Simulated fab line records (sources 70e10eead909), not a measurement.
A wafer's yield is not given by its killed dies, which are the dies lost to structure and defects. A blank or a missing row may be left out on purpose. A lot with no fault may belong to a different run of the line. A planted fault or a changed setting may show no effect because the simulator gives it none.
Chamber matching ; flow nandHarc ; NHARC_P_GATE_ETCH_32 on rieSi-04 has 4 sister chambers
The step etches the open film in HBr/Cl2, target depth 150 nm, time 100.1 s. 14 wafers are shown with their chamber, then 7 later ones without.

EACH WAFER AND ITS CHAMBER
wafer;chamber;drypumpMotorCurrentA (A);throttleValvePct (%);oesProductAu (a.u.)
L075.1;3;6.6;26.416;1.015
L075.2;2;5.4;26.392;1.011
L075.3;1;6.4;26.422;1.006
L075.4;0;6.5;26.399;1.005
L075.5;2;5.4;26.411;1.010
L075.6;1;6.4;26.410;1.014
L079.1;3;6.6;26.413;1.022
L079.4;0;6.5;26.406;1.002
L079.6;3;6.5;26.420;1.014
L082.1;2;5.4;26.407;1.006
L082.2;3;6.6;26.402;1.006
L082.4;1;6.4;26.408;1.009
L085.3;3;6.5;26.411;1.005
L085.4;2;5.4;26.397;1.003

SIGNATURES (averages over the wafers above)
reading;chamber 0;chamber 1;chamber 2;chamber 3;scatter within a chamber
drypumpMotorCurrentA;6.500;6.400;5.400;6.560;0.0346
throttleValvePct;26.40250;26.41333;26.40175;26.41240;0.00742
oesProductAu;1.00350;1.00967;1.00750;1.01240;0.00525
Rule: a wafer lies at a distance from a chamber equal to the root of the sum of squares, over the readings, of (its reading less the chamber's mean, divided by the reading's scatter). The wafer belongs to the nearest chamber; if the next one is less than 2 further off, it can't be placed. The scatter: the root of (the sum of the squares of (reading less its chamber's mean) over the shown wafers, divided by (wafers less chambers)).

WAFERS WITH NO CHAMBER GIVEN
wafer;drypumpMotorCurrentA (A);throttleValvePct (%);oesProductAu (a.u.)
L085.5;6.5;26.389;1.004
L092.1;6.6;26.411;1.008
L092.5;6.5;26.411;1.004
L092.6;6.5;26.413;0.992
L097.1;6.5;26.385;0.990
L097.3;6.6;26.411;1.010
L097.6;6.5;26.398;1.000

WHICH CHAMBER EACH ONE RAN IN
wafer;from the rows above;in truth
L085.5;0;0
L092.1;can't be placed: 3 or 0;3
L092.5;can't be placed: 0 or 3 or 1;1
L092.6;can't be placed: 0 or 3 or 1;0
L097.1;0;0
L097.3;3;3
L097.6;0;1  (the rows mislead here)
Correctly placed: 3 of 7. These rows do not allow placing 3 (true chamber among the candidates in 3). Number placed wrongly: 1.
